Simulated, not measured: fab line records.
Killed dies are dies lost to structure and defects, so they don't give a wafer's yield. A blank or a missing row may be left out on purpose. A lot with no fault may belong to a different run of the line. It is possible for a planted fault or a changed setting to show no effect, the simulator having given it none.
fab line records	flow nand-harc
record: lots: 24	wafers: 72	last-day: 25
route steps=1159 shown A_BLC@983 A_M0@1004 A_M1@1043
lots that met no fault: from a run of the same line without faults
start-h: start of the lot's first displayed wafer, in hours after the record's first day	wait-h: hours elapsed since this lot's preceding step	" unchanged from the row above	L1.1+2: a row that stands for several wafers	- either no value or no given start	* or withheld: withheld	< > ~ a bound
route shown NAME@n: a module of which the file shows steps, and the number in the route of the first	usual: average and standard deviation across the fault-free wafers	same: alike in all rows	chamber/n: place in a boat	sites: per-site readings	_std_site: how widely they spread, as a standard deviation	_edge_site: inner sites' mean taken away from outer sites' mean	radius-mm: how far each site lies from the wafer's centre	mask NAME#n: copy n	behind: tool/chamber where the wafer was last shaped	hold: what put the lot on hold/how long, in hours/how the hold closed	device: which transistor (n, p or np) failed to switch	end of line: the same wafers' tests at the end of the route	a step without rows: its recipe alone	killed: at the first sort, the dies lost to defects and structure; wafer yield is something else	map: shows each die of a wafer: x if killed, . if not, _ if none is there
set.NAME: the run value of the setting; set.NAME@STEP: its run value at that earlier step	model.NAME: the simulator's own value behind a step, which no gauge read
steps of the route over a sample of lots; a table a step, a row a wafer
services: a tool's chamber out of use, with start hour (start-h, from the record's first day; less than 0 if before it), hours out, and reason
== steps ==
step: NHARC_A_BLC_STRIP_21
recipe: o2-flow-sccm: 500	ar-flow-sccm: 0	bias-w: 0	chemistry: O2
usual: drypump-motor-current-A: 5.6/0.33	oes-product-au: 1.003/0.013	rf-vpp-V: 57.7/0.91	showerhead-plenum-p-Torr: 3.49/0.13	throttle-valve-pct: 17.036/0.0094
lot.wafer	tool	chamber	start-h	wait-h	drypump-motor-current-A	oes-product-au	rf-hours-counter-h	rf-vpp-V	showerhead-plenum-p-Torr	throttle-valve-pct
L075.1	rie-diel-09	2	401.25	0.1	5.9	1.021	16	58.4	3.31	17.042
L075.4	"	3	"	"	4.9	0.995	15	57.3	3.54	17.043
L075.6	"	3	"	"	4.9	0.997	-	58.8	3.54	17.036
L074.1	rie-diel-13	3	402.19	0.1	5.3	1.006	11	56.4	3.54	17.044
L074.2	"	1	"	"	5.6	0.997	11	57.5	3.49	17.023
L074.5	"	3	"	"	5.3	1.010	-	58.2	3.54	17.030
L076.3	rie-diel-13	3	405.94	0.1	5.3	0.999	11	56.4	3.54	17.042
L076.4	"	1	"	"	5.6	1.000	11	57.4	3.49	17.012
L076.5	"	3	"	"	5.3	1.001	-	58.4	3.54	17.038
L077.4	rie-diel-09	1	407.28	0.1	5.9	0.996	18	57.2	3.56	17.038
L077.5	"	2	"	"	5.9	1.008	-	55.6	3.31	17.008
L077.6	"	3	"	"	4.9	0.998	-	58.4	3.54	17.048
L078.3	rie-diel-09	0	414.63	0.1	5.5	1.019	19	58.0	3.67	17.050
L078.4	"	1	"	"	5.9	0.979	19	58.6	3.56	17.049
L078.1	"	3	"	"	4.9	0.994	17	58.1	3.54	17.022
L079.4	rie-diel-09	1	423.88	0.1	5.9	0.994	20	57.7	3.56	17.025
L079.1	"	0	"	"	5.5	1.022	20	58.7	3.66	17.036
L079.5	"	1	"	"	5.9	1.000	-	55.7	3.56	17.039
L080.3	rie-diel-09	0	430.90	0.1	5.4	1.028	20	57.7	3.66	17.025
L080.1	"	1	"	"	5.9	0.994	21	58.2	3.56	17.032
L080.4	"	2	"	"	5.9	1.013	19	57.7	3.31	17.020
L081.3	rie-diel-13	1	438.34	0.1	5.6	0.987	12	58.2	3.49	17.033
L081.1	"	0	"	"	5.6	0.989	15	58.4	3.62	17.040
L081.6	"	1	"	"	5.6	0.994	-	57.6	3.49	17.051
L082.2	rie-diel-13	1	446.80	0.1	5.7	0.998	13	57.9	3.48	17.036
L082.4	"	2	"	"	5.8	0.994	16	57.6	3.31	17.040
L082.1	"	3	"	"	5.3	0.989	15	55.8	3.53	17.032
L083.1	rie-diel-09	3	447.93	0.1	4.9	1.007	1	57.4	3.53	17.030
L083.2	"	0	"	"	5.4	1.020	1	58.4	3.66	17.042
L083.4	"	1	"	"	5.9	0.998	1	59.8	3.56	17.023
L084.4	rie-diel-13	0	449.68	0.1	5.6	0.978	15	59.1	3.62	17.029
L084.6	"	1	"	"	5.6	1.000	-	57.8	3.48	17.042
L084.5	"	2	"	"	5.8	0.989	-	57.7	3.30	17.053
L085.4	rie-diel-01	0	456.16	0.1	5.7	1.007	57	56.6	3.51	17.040
L085.1	"	3	"	"	5.9	1.008	51	58.5	3.31	17.050
L085.5	"	0	"	"	5.7	1.013	-	56.9	3.51	17.039
L086.3	rie-diel-13	2	462.80	0.1	5.8	1.000	0	55.8	3.31	17.027
L086.1	"	0	"	"	5.5	0.969	0	57.6	3.62	17.045
L086.5	"	2	"	"	5.8	0.998	-	58.0	3.30	17.047
L088.3	rie-diel-13	3	464.38	0.1	5.3	0.994	0	57.3	3.53	17.043
L088.1	"	0	"	"	5.6	0.972	0	58.7	3.62	17.047
L088.5	"	1	"	"	5.7	1.001	-	58.3	3.48	17.038
L087.1	rie-diel-09	3	465.94	0.1	4.9	1.022	5	58.9	3.53	17.033
L087.5	"	0	"	"	5.5	1.037	-	56.4	3.66	17.046
L087.6	"	1	"	"	5.9	1.016	-	57.7	3.56	17.020
L089.2	rie-diel-09	1	506.17	0.1	5.9	0.997	9	58.0	3.55	17.032
L089.1	"	0	"	"	5.5	1.034	5	57.3	3.66	17.049
L089.6	"	1	"	"	5.9	1.003	-	58.4	3.55	17.044
L092.3	rie-diel-13	0	506.92	0.1	5.6	0.982	3	57.2	3.62	17.042
L092.1	"	1	"	"	5.7	1.020	3	57.4	3.48	17.040
L092.2	"	2	"	"	5.8	1.013	3	56.4	3.30	17.029
L090.3	rie-diel-09	2	507.68	0.1	5.9	0.997	9	58.3	3.30	17.033
L090.1	"	0	"	"	5.4	1.023	5	56.8	3.66	17.038
L090.6	"	3	"	"	4.9	0.997	-	57.9	3.53	17.040
L091.4	rie-diel-09	3	508.44	0.1	4.9	1.018	9	57.1	3.53	17.023
L091.6	"	2	"	"	6.0	1.005	-	58.6	3.30	17.044
L091.5	"	3	"	"	4.9	1.025	-	58.5	3.53	17.036
L093.3	rie-diel-09	2	512.17	0.1	5.9	0.995	10	57.0	3.30	17.034
L093.2	"	0	"	"	5.4	1.020	6	57.4	3.66	17.051
L093.6	"	2	"	"	5.9	1.007	-	57.9	3.30	17.043
L094.2	rie-diel-13	2	518.31	0.1	5.8	1.005	5	56.9	3.30	17.033
L094.4	"	3	"	"	5.3	1.011	5	58.7	3.53	17.038
L094.5	"	2	"	"	5.8	1.012	-	57.7	3.30	17.019
L096.2	rie-diel-13	0	519.91	0.1	5.6	0.982	5	57.3	3.62	17.050
L096.3	"	1	"	"	5.6	0.997	5	57.5	3.48	17.030
L096.1	"	2	"	"	5.8	1.011	5	59.4	3.30	17.022
L095.3	rie-diel-13	0	526.17	0.1	5.6	0.979	5	58.3	3.62	17.029
L095.6	"	2	"	"	5.8	1.014	-	56.8	3.30	17.042
L095.5	"	3	"	"	5.3	1.013	-	57.8	3.53	17.028
L097.4	rie-diel-13	1	536.53	0.1	5.6	0.998	6	57.0	3.48	17.043
L097.3	"	2	"	"	5.9	1.022	6	57.7	3.30	17.054
L097.6	"	1	"	"	5.6	1.013	-	58.3	3.48	17.043
step: NHARC_A_BLC_CMP_25
recipe: t-overpolish-s: 30	target-thk-nm: 150
usual: motor-current-A: 12.1/1.2	overpolish-run-s: 30.000/0.0092	time-to-endpoint-s: 30/3.2
lot.wafer	tool	chamber	start-h	wait-h	motor-current-A	overpolish-run-s	time-to-endpoint-s
L075.4	cmp-02	3	405.42	0.3	10.5	30.002	26
L075.1	"	1	"	"	11.7	30.008	31
L075.6	"	2	"	"	13.1	30.022	27
L074.2	cmp-01	0	405.82	0.5	13.2	29.993	34
L074.1	"	1	"	"	11.4	30.006	26
L074.5	"	1	"	"	11.2	30.008	27
L076.4	cmp-01	1	407.34	0.2	11.2	29.986	27
L076.3	"	3	"	"	10.5	29.994	28
L076.5	"	2	"	"	11.7	29.995	30
L077.4	cmp-02	0	408.69	0.3	10.4	30.013	34
L077.5	"	2	"	"	13.1	29.993	26
L077.6	"	3	"	"	10.6	30.003	26
L078.4	cmp-04	1	421.77	0.2	13.6	30.016	30
L078.3	"	2	"	"	11.6	29.992	35
L078.1	"	0	"	"	11.1	30.013	31
L079.4	cmp-04	0	425.38	0.3	11.1	29.993	31
L079.1	"	1	"	"	13.8	29.991	30
L079.5	"	0	"	"	11.1	29.996	30
L080.1	cmp-04	0	434.15	0.5	10.9	29.997	33
L080.4	"	2	"	"	11.5	30.012	32
L080.3	"	3	"	"	14.3	30.003	32
L081.1	cmp-02	2	439.83	0.4	12.9	29.990	28
L081.3	"	3	"	"	10.9	30.009	27
L081.6	"	0	"	"	11.2	29.998	33
L082.1	cmp-04	0	452.70	0.5	10.5	29.990	30
L082.2	"	2	"	"	12.0	30.014	30
L082.4	"	3	"	"	14.3	29.990	30
L083.1	cmp-04	2	453.12	0.5	11.3	30.007	32
L083.4	"	0	"	"	11.2	30.011	28
L083.2	"	1	"	"	13.2	30.014	28
L084.4	cmp-02	2	456.43	0.3	13.6	30.000	29
L084.6	"	3	"	"	10.3	29.990	27
L084.5	"	0	"	"	11.0	30.001	33
L085.1	cmp-04	0	461.46	0.4	10.9	29.984	30
L085.4	"	1	"	"	13.8	29.998	30
L085.5	"	3	"	"	13.6	29.996	29
L086.1	cmp-01	3	464.20	0.5	10.3	30.003	28
L086.3	"	1	"	"	11.6	30.002	23
L086.5	"	3	"	"	9.6	29.988	28
L088.3	cmp-01	3	465.78	0.3	10.2	29.987	32
L088.1	"	0	"	"	12.5	30.000	33
L088.5	"	2	"	"	12.3	30.012	34
L087.1	cmp-02	1	471.48	0.5	11.3	30.007	33
L087.6	"	3	"	"	11.0	30.008	26
L087.5	"	0	"	"	11.0	29.998	31
L089.1	cmp-01	0	508.67	0.4	13.4	29.999	34
L089.2	"	2	"	"	12.3	30.016	31
L089.6	"	1	"	"	11.7	30.010	25
L092.1	cmp-04	2	509.14	0.4	11.3	29.992	31
L092.3	"	3	"	"	14.0	29.999	29
L092.2	"	0	"	"	11.0	30.002	29
L090.1	cmp-01	2	509.40	0.4	12.2	30.005	29
L090.3	"	3	"	"	9.9	29.993	26
L090.6	"	1	"	"	11.9	30.006	24
L091.4	cmp-01	3	509.88	0.4	9.7	30.009	29
L091.5	"	1	"	"	11.5	30.008	27
L091.6	"	2	"	"	12.2	29.997	32
L093.3	cmp-04	3	516.98	0.3	14.2	30.005	31
L093.2	"	0	"	"	10.8	30.003	28
L093.6	"	0	"	"	11.6	30.000	26
L094.2	cmp-01	2	523.18	0.5	12.7	29.994	32
L094.4	"	3	"	"	9.9	29.991	32
L094.5	"	1	"	"	11.6	30.001	25
L096.1	cmp-04	2	527.12	0.4	11.3	29.989	34
L096.2	"	3	"	"	13.9	29.987	36
L096.3	"	1	"	"	13.2	29.995	33
L095.3	cmp-04	3	533.02	0.3	14.8	30.003	31
L095.6	"	2	"	"	11.3	29.985	31
L095.5	"	3	"	"	13.7	30.008	31
L097.4	cmp-02	1	540.15	0.2	12.2	29.987	36
L097.3	"	2	"	"	13.0	30.006	30
L097.6	"	2	"	"	12.7	29.997	27
step: NHARC_A_M0_CD_MEAS_09
recipe: target-cd-nm: 80	landing-energy-ev: 500
usual: cd-nm: 80.4/0.71
same: landing-energy-ev: 500
lot.wafer	tool	chamber	start-h	wait-h	cd-nm
L075.1	cd-sem-02	0	406.70	-	81.1
L075.4	"	0	"	"	80.5
L075.6	"	0	"	"	79.9
L074.1	cd-sem-02	0	407.13	-	80.4
L074.2	"	0	"	"	81.8
L074.5	"	0	"	"	80.4
L076.3	cd-sem-03	0	408.65	-	81.2
L076.4	"	0	"	"	79.9
L076.5	"	0	"	"	81.1
L077.4	cd-sem-03	0	409.83	-	80.9
L077.5	"	0	"	"	80.8
L077.6	"	0	"	"	81.0
L078.1	cd-sem-01	0	423.08	-	80.0
L078.3	"	0	"	"	81.1
L078.4	"	0	"	"	81.8
L079.1	cd-sem-01	0	426.57	-	80.4
L079.4	"	0	"	"	80.8
L079.5	"	0	"	"	80.7
L080.1	cd-sem-02	0	435.46	-	80.4
L080.3	"	0	"	"	79.2
L080.4	"	0	"	"	79.6
L081.1	cd-sem-02	0	441.08	-	81.5
L081.3	"	0	"	"	80.6
L081.6	"	0	"	"	80.5
L082.1	cd-sem-03	0	453.88	-	80.1
L082.2	"	0	"	"	80.2
L082.4	"	0	"	"	80.3
L083.1	cd-sem-01	0	454.41	-	79.9
L083.2	"	0	"	"	79.8
L083.4	"	0	"	"	79.1
L084.4	cd-sem-02	0	457.88	-	80.8
L084.5	"	0	"	"	79.3
L084.6	"	0	"	"	80.0
L085.1	cd-sem-03	0	462.81	-	80.4
L085.4	"	0	"	"	80.7
L085.5	"	0	"	"	80.6
L086.1	cd-sem-03	0	465.51	-	81.3
L086.3	"	0	"	"	80.4
L086.5	"	0	"	"	81.1
L088.1	cd-sem-02	0	467.06	-	79.8
L088.3	"	0	"	"	79.8
L088.5	"	0	"	"	81.0
L087.1	cd-sem-03	0	472.74	-	79.8
L087.5	"	0	"	"	79.6
L087.6	"	0	"	"	79.9
L089.1	cd-sem-03	0	509.99	-	78.8
L089.2	"	0	"	"	79.7
L089.6	"	0	"	"	80.1
L092.1	cd-sem-02	0	510.41	-	81.2
L092.2	"	0	"	"	80.2
L092.3	"	0	"	"	80.2
L090.1	cd-sem-03	0	510.66	-	79.6
L090.3	"	0	"	"	80.2
L090.6	"	0	"	"	79.9
L091.4	cd-sem-01	0	511.15	-	80.7
L091.5	"	0	"	"	81.1
L091.6	"	0	"	"	81.2
L093.2	cd-sem-02	0	518.16	-	81.1
L093.3	"	0	"	"	80.4
L093.6	"	0	"	"	79.8
L094.2	cd-sem-03	0	524.49	-	80.1
L094.4	"	0	"	"	79.2
L094.5	"	0	"	"	79.9
L096.1	cd-sem-02	0	528.72	-	80.5
L096.2	"	0	"	"	80.1
L096.3	"	0	"	"	80.8
L095.3	cd-sem-03	0	534.32	-	79.8
L095.5	"	0	"	"	80.2
L095.6	"	0	"	"	81.0
L097.3	cd-sem-02	0	541.45	-	79.4
L097.4	"	0	"	"	80.9
L097.6	"	0	"	"	80.4
step: NHARC_A_M0_OVL_MEAS_10
recipe: pitch-nm: 160
usual: overlay-x-nm: -0.3/0.87	overlay-y-nm: 0.1/0.81
lot.wafer	tool	chamber	start-h	wait-h	overlay-x-nm	overlay-y-nm
L075.1	overlay-01	-	406.78	-	0.7	-1.1
L075.4	"	-	"	"	0.9	-1.6
L075.6	"	-	"	"	1.2	-1.3
L074.1	overlay-02	-	407.22	-	-0.4	-0.3
L074.2	"	-	"	"	-1.3	-0.4
L074.5	"	-	"	"	-0.9	-0.6
L076.3	overlay-02	-	408.73	-	-1.1	0.5
L076.4	"	-	"	"	-0.2	0.6
L076.5	"	-	"	"	-1.1	0.7
L077.4	overlay-02	-	409.91	-	-0.6	0.8
L077.5	"	-	"	"	-0.3	0.6
L077.6	"	-	"	"	-0.2	1.3
L078.1	overlay-01	-	423.17	-	-1.3	0.5
L078.3	"	-	"	"	-0.8	0.4
L078.4	"	-	"	"	-1.1	0.1
L079.1	overlay-02	-	426.66	-	0.2	0.1
L079.4	"	-	"	"	-0.2	0.0
L079.5	"	-	"	"	0.0	-0.3
L080.1	overlay-02	-	435.55	-	-0.3	1.0
L080.3	"	-	"	"	0.1	0.2
L080.4	"	-	"	"	-0.2	0.5
L081.1	overlay-01	-	441.17	-	0.9	0.7
L081.3	"	-	"	"	0.5	0.2
L081.6	"	-	"	"	-0.1	1.1
L082.1	overlay-02	-	453.97	-	1.6	-0.7
L082.2	"	-	"	"	1.5	-0.8
L082.4	"	-	"	"	1.6	-0.8
L083.1	overlay-02	-	454.50	-	-0.7	1.0
L083.2	"	-	"	"	-0.4	1.1
L083.4	"	-	"	"	-0.2	0.9
L084.4	overlay-01	-	457.96	-	-0.4	-1.1
L084.5	"	-	"	"	-0.1	-0.7
L084.6	"	-	"	"	-1.1	-0.8
L085.1	overlay-01	-	462.90	-	0.2	0.9
L085.4	"	-	"	"	-0.2	1.4
L085.5	"	-	"	"	-0.4	1.4
L086.1	overlay-02	-	465.60	-	1.2	0.5
L086.3	"	-	"	"	1.4	0.7
L086.5	"	-	"	"	1.4	0.1
L088.1	overlay-02	-	467.15	-	0.3	-0.8
L088.3	"	-	"	"	1.0	-1.3
L088.5	"	-	"	"	0.8	-1.5
L087.1	overlay-02	-	472.83	-	-1.6	-1.2
L087.5	"	-	"	"	-1.5	-0.8
L087.6	"	-	"	"	-1.3	-0.6
L089.1	overlay-01	-	510.08	-	-1.9	0.0
L089.2	"	-	"	"	-1.8	-0.3
L089.6	"	-	"	"	-1.2	-0.2
L092.1	overlay-02	-	510.50	-	-0.4	-1.2
L092.2	"	-	"	"	-0.2	-1.0
L092.3	"	-	"	"	-0.6	-1.9
L090.1	overlay-02	-	510.75	-	0.0	-0.5
L090.3	"	-	"	"	-0.2	0.2
L090.6	"	-	"	"	-0.2	0.2
L091.4	overlay-02	-	511.23	-	0.7	0.6
L091.5	"	-	"	"	0.4	0.6
L091.6	"	-	"	"	0.6	0.6
L093.2	overlay-02	-	518.24	-	0.2	0.3
L093.3	"	-	"	"	0.0	0.6
L093.6	"	-	"	"	-0.2	0.5
L094.2	overlay-02	-	524.57	-	-1.4	1.0
L094.4	"	-	"	"	-1.1	0.6
L094.5	"	-	"	"	-1.4	0.7
L096.1	overlay-01	-	528.81	-	-0.7	0.4
L096.2	"	-	"	"	-1.1	0.3
L096.3	"	-	"	"	-1.3	0.8
L095.3	overlay-01	-	534.40	-	-0.4	0.7
L095.5	"	-	"	"	-0.5	0.2
L095.6	"	-	"	"	-0.2	0.3
L097.3	overlay-01	-	541.55	-	-1.4	0.7
L097.4	"	-	"	"	-1.1	0.6
L097.6	"	-	"	"	-1.8	0.3
step: NHARC_A_M0_THK_MEAS_24
recipe: thk-meas-gauge: xrf
usual: thk-nm: 113.3/1.5
lot.wafer	tool	chamber	start-h	wait-h	thk-nm
L075.1	film-metro-01	-	409.34	-	113.3
L075.4	"	-	"	"	113.9
L075.6	"	-	"	"	113.0
L074.1	film-metro-02	-	409.64	-	113.2
L074.2	"	-	"	"	112.7
L074.5	"	-	"	"	113.9
L076.3	film-metro-02	-	411.42	-	114.5
L076.4	"	-	"	"	113.2
L076.5	"	-	"	"	113.4
L077.4	film-metro-02	-	412.36	-	112.8
L077.5	"	-	"	"	113.7
L077.6	"	-	"	"	113.8
L078.1	film-metro-01	-	425.69	-	111.6
L078.3	"	-	"	"	113.2
L078.4	"	-	"	"	113.8
L079.1	film-metro-02	-	429.06	-	114.7
L079.4	"	-	"	"	115.0
L079.5	"	-	"	"	114.1
L080.1	film-metro-02	-	438.68	-	114.6
L080.3	"	-	"	"	113.5
L080.4	"	-	"	"	115.4
L081.1	film-metro-02	-	443.58	-	114.6
L081.3	"	-	"	"	113.2
L081.6	"	-	"	"	113.0
L082.1	film-metro-01	-	456.47	-	111.9
L082.2	"	-	"	"	110.2
L082.4	"	-	"	"	113.0
L083.1	film-metro-02	-	456.93	-	113.9
L083.2	"	-	"	"	113.0
L083.4	"	-	"	"	112.4
L084.4	film-metro-01	-	460.36	-	114.8
L084.5	"	-	"	"	112.9
L084.6	"	-	"	"	112.7
L085.1	film-metro-01	-	465.34	-	111.4
L085.4	"	-	"	"	114.7
L085.5	"	-	"	"	114.3
L086.1	film-metro-01	-	468.05	-	112.0
L086.3	"	-	"	"	114.3
L086.5	"	-	"	"	115.0
L088.1	film-metro-02	-	470.14	-	113.1
L088.3	"	-	"	"	112.2
L088.5	"	-	"	"	112.2
L087.1	film-metro-01	-	475.27	-	111.9
L087.5	"	-	"	"	114.3
L087.6	"	-	"	"	113.2
L089.1	film-metro-01	-	512.50	-	113.6
L089.2	"	-	"	"	112.7
L089.6	"	-	"	"	113.6
L092.1	film-metro-01	-	512.92	-	115.5
L092.2	"	-	"	"	111.3
L092.3	"	-	"	"	112.3
L090.1	film-metro-01	-	513.22	-	114.2
L090.3	"	-	"	"	112.7
L090.6	"	-	"	"	114.9
L091.4	film-metro-01	-	513.65	-	113.2
L091.5	"	-	"	"	112.8
L091.6	"	-	"	"	110.6
L093.2	film-metro-01	-	520.71	-	112.4
L093.3	"	-	"	"	116.8
L093.6	"	-	"	"	113.9
L094.2	film-metro-01	-	527.03	-	114.7
L094.4	"	-	"	"	114.1
L094.5	"	-	"	"	112.9
L096.1	film-metro-01	-	531.22	-	113.6
L096.2	"	-	"	"	111.0
L096.3	"	-	"	"	112.4
L095.3	film-metro-01	-	536.83	-	114.9
L095.5	"	-	"	"	111.6
L095.6	"	-	"	"	111.7
L097.3	film-metro-02	-	544.08	-	114.7
L097.4	"	-	"	"	110.1
L097.6	"	-	"	"	112.6
step: NHARC_A_M1_STRIP_18
recipe: power-w: 1000	n2-flow-sccm: 150	h2-flow-sccm: 150	ar-flow-sccm: 0	bias-w: 0	chemistry: N2/H2
usual: drypump-motor-current-A: 5.6/0.39	oes-product-au: 0.998/0.012	rf-vpp-V: 90.6/0.95	showerhead-plenum-p-Torr: 2.04/0.085	throttle-valve-pct: 14.171/0.0092
lot.wafer	tool	chamber	start-h	wait-h	drypump-motor-current-A	oes-product-au	rf-hours-counter-h	rf-vpp-V	showerhead-plenum-p-Torr	throttle-valve-pct
L075.4	rie-diel-05	3	411.33	0.1	5.1	1.002	1.5	91.1	2.18	14.165
L075.1	"	2	"	"	6.3	1.003	1.7	90.1	1.94	14.174
L075.6	"	0	"	"	5.9	1.005	-	91.0	2.08	14.177
L074.1	rie-diel-05	2	411.81	0.1	6.3	1.005	1.7	91.0	1.94	14.179
L074.2	"	3	"	"	5.1	1.004	1.6	91.3	2.18	14.167
L074.5	"	2	"	"	6.3	0.997	-	91.4	1.94	14.169
L076.3	rie-diel-05	1	413.89	0.1	5.5	1.000	1.7	90.9	1.93	14.163
L076.4	"	1	"	"	5.5	0.998	-	90.0	1.93	14.175
L076.5	"	2	"	"	6.3	1.014	-	90.5	1.94	14.162
L077.4	rie-diel-03	0	414.49	0.1	6.4	0.984	0.4	89.2	2.11	14.158
L077.6	"	0	"	"	6.4	0.988	-	91.0	2.11	14.184
L077.5	"	1	"	"	5.2	0.979	-	90.1	2.03	14.175
L078.1	rie-diel-11	2	427.71	0.1	5.6	0.997	3.5	92.1	2.10	14.166
L078.3	"	0	"	"	5.4	0.996	3.4	92.5	2.14	14.172
L078.4	"	1	"	"	5.2	0.993	3.4	91.6	2.06	14.169
L079.4	rie-diel-03	3	431.21	0.1	5.6	0.990	1.8	90.1	1.92	14.167
L079.1	"	0	"	"	6.4	1.003	1.4	90.4	2.11	14.176
L079.5	"	1	"	"	5.3	0.998	-	91.3	2.03	14.173
L080.1	rie-diel-05	2	440.84	0.1	6.2	1.003	2.4	90.6	1.94	14.145
L080.4	"	3	"	"	5.1	1.007	2.4	92.4	2.18	14.169
L080.3	"	0	"	"	5.9	1.014	2.1	89.7	2.08	14.172
L081.1	rie-diel-11	0	445.70	0.1	5.4	1.002	5.0	92.1	2.14	14.162
L081.3	"	3	"	"	5.4	1.007	5.4	90.4	2.07	14.177
L081.6	"	1	"	"	5.2	0.995	-	89.5	2.06	14.164
L082.2	rie-diel-05	0	458.78	0.1	5.9	1.020	2.4	90.7	2.08	14.170
L082.1	"	1	"	"	5.5	0.997	2.6	89.7	1.93	14.181
L082.4	"	3	"	"	5.1	1.005	2.6	91.3	2.18	14.166
L083.1	rie-diel-11	0	459.62	0.1	5.4	1.002	6.0	90.1	2.14	14.172
L083.2	"	1	"	"	5.3	1.000	5.2	91.6	2.06	14.169
L083.4	"	2	"	"	5.6	1.001	6.3	91.0	2.10	14.158
L084.4	rie-diel-11	1	462.60	0.1	5.2	0.999	5.4	91.6	2.06	14.162
L084.5	"	0	"	"	5.4	0.986	-	90.9	2.14	14.176
L084.6	"	1	"	"	5.2	1.000	-	90.9	2.06	14.164
L085.1	rie-diel-05	3	467.50	0.1	5.1	1.022	2.8	92.8	2.18	14.174
L085.4	"	1	"	"	5.5	1.005	2.8	90.8	1.93	14.180
L085.5	"	3	"	"	5.1	1.023	-	93.7	2.18	14.175
L086.3	rie-diel-11	2	470.05	0.1	5.6	0.996	7.2	89.7	2.10	14.165
L086.1	"	0	"	"	5.4	0.993	6.9	90.5	2.14	14.183
L086.5	"	2	"	"	5.5	0.995	-	91.3	2.10	14.161
L088.1	rie-diel-05	1	472.34	0.1	5.5	1.007	2.9	89.9	1.93	14.169
L088.3	"	2	"	"	6.2	0.987	3.0	91.2	1.94	14.162
L088.5	"	2	"	"	6.2	1.002	-	91.1	1.94	14.182
L087.1	rie-diel-05	2	477.40	0.1	6.3	1.005	3.2	91.4	1.94	14.177
L087.6	"	2	"	"	6.3	1.000	-	91.1	1.94	14.181
L087.5	"	3	"	"	5.1	1.025	-	89.9	2.18	14.177
L089.2	rie-diel-03	3	514.55	0.1	5.7	0.982	7.0	88.7	1.92	14.195
L089.1	"	0	"	"	6.4	0.991	6.2	89.8	2.11	14.177
L089.6	"	2	"	"	5.7	0.980	-	89.4	2.00	14.171
L092.1	rie-diel-05	3	515.06	0.1	5.1	1.023	4.0	92.2	2.18	14.162
L092.3	"	0	"	"	5.9	1.019	3.7	91.9	2.08	14.182
L092.2	"	1	"	"	5.5	1.011	4.1	90.2	1.93	14.171
L090.1	rie-diel-03	2	515.37	0.1	5.8	0.987	7.9	89.4	2.00	14.184
L090.3	"	3	"	"	5.6	0.984	7.1	90.4	1.92	14.170
L090.6	"	2	"	"	5.8	0.987	-	89.1	2.00	14.182
L091.4	rie-diel-11	1	515.86	0.1	5.2	0.998	9.9	91.2	2.05	14.159
L091.5	"	2	"	"	5.6	0.990	-	91.0	2.10	14.157
L091.6	"	3	"	"	5.4	1.005	-	89.6	2.07	14.166
L093.3	rie-diel-03	1	522.92	0.1	5.3	0.985	8.0	89.6	2.03	14.175
L093.2	"	3	"	"	5.7	0.982	7.5	90.0	1.92	14.172
L093.6	"	1	"	"	5.2	0.992	-	90.1	2.03	14.179
L094.4	rie-diel-03	2	529.86	0.1	5.8	0.982	8.4	90.9	2.00	14.184
L094.2	"	0	"	"	6.4	0.992	6.8	91.3	2.11	14.178
L094.5	"	3	"	"	5.7	0.967	-	90.2	1.92	14.169
L096.2	rie-diel-03	3	533.24	0.1	5.7	0.980	7.8	90.1	1.92	14.180
L096.1	"	0	"	"	6.4	0.994	6.9	90.2	2.11	14.183
L096.3	"	2	"	"	5.8	0.988	8.5	89.6	2.00	14.168
L095.3	rie-diel-11	2	538.97	0.1	5.5	0.990	12.1	90.9	2.10	14.183
L095.6	"	1	"	"	5.2	0.992	-	91.4	2.05	14.181
L095.5	"	2	"	"	5.5	0.984	-	90.6	2.10	14.180
L097.4	rie-diel-03	2	546.20	0.1	5.8	0.985	9.4	89.5	2.00	14.166
L097.3	"	3	"	"	5.6	0.986	8.8	90.6	1.92	14.189
L097.6	"	2	"	"	5.8	0.989	-	90.4	2.00	14.169
== services ==
tool	chamber	start-h	hours	kind
rie-diel-11	0	387.59	4.0	repair
rie-diel-03	-	392.30	9.0	pm
cmp-04	-	399.11	4.0	pm
rie-diel-05	0	412.47	3.0	repair
rie-diel-13	1	422.44	14.9	repair
cmp-04	-	422.64	2.6	repair
rie-diel-09	-	431.10	9.0	pm
rie-diel-11	1	447.92	6.6	repair
rie-diel-09	0	448.41	9.2	repair
rie-diel-13	-	453.01	9.0	pm
cmp-01	-	473.50	4.0	pm
rie-diel-09	0	476.79	9.7	repair
rie-diel-11	0	479.01	4.5	repair
rie-diel-03	0	482.74	3.8	repair
rie-diel-05	0	489.65	2.7	repair
cmp-04	-	497.11	4.0	pm
rie-diel-11	0	508.85	5.7	repair
rie-diel-05	-	517.60	9.0	pm
cmp-01	-	524.68	0.3	repair
cmp-01	-	526.81	1.2	repair
rie-diel-05	0	534.39	4.3	repair
rie-diel-11	-	543.50	9.0	pm
rie-diel-05	2	543.96	6.8	repair
cmp-01	-	544.18	10.5	repair
== key ==
fault none
